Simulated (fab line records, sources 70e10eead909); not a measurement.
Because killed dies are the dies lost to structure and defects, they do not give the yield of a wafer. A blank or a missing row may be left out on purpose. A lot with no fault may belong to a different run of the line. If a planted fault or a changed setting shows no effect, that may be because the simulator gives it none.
Chamber matching    flow nand-harc    4 sister chambers for NHARC_A_WL_FILL_ALD_19 on ald-metal-01
The step deposits TiN, target thk 2 nm, pulse time 3 s, ald cycles 100. 4 wafers are shown with their chamber, then 8 later ones without.

EACH WAFER AND ITS CHAMBER
wafer   chamber  heater-power-w (W)
L755.3  1        952
L755.5  3        1109
L755.6  0        922
L757.1  2        1045

WAFERS MISSING THEIR CHAMBER
wafer   heater-power-w (W)
L757.2  956
L757.3  936
L761.1  933
L761.2  1128
L761.4  950
L772.2  1077
L772.4  1117
L772.6  1106

WHICH CHAMBER EACH WENT THROUGH
wafer    from the rows above       in truth
L757.2   1                         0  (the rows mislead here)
L757.3   can't be placed: 0 or 1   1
L761.1   can't be placed: 0 or 1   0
L761.2   3                         3
L761.4   can't be placed: 1 or 0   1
L772.2   can't be placed: 2 or 3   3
L772.4   3                         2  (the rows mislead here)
L772.6   3                         3
2 of 8 placed correctly. Unplaceable from these rows: 4, with the true chamber sitting among the candidates in 4. Placed wrongly: 2.
How it was worked out, from the rows above alone: a wafer's distance from a chamber is the root of the sum, over the readings, of the square of ((its reading less the chamber's mean) divided by the reading's scatter). The wafer belongs to the nearest chamber; if the next one is less than 2 further off, it can't be placed. A chamber's mean is the mean of its shown wafers. The scatter: root of mean squared gap, hidden wafer to nearest shown wafer, with one shown wafer a chamber.
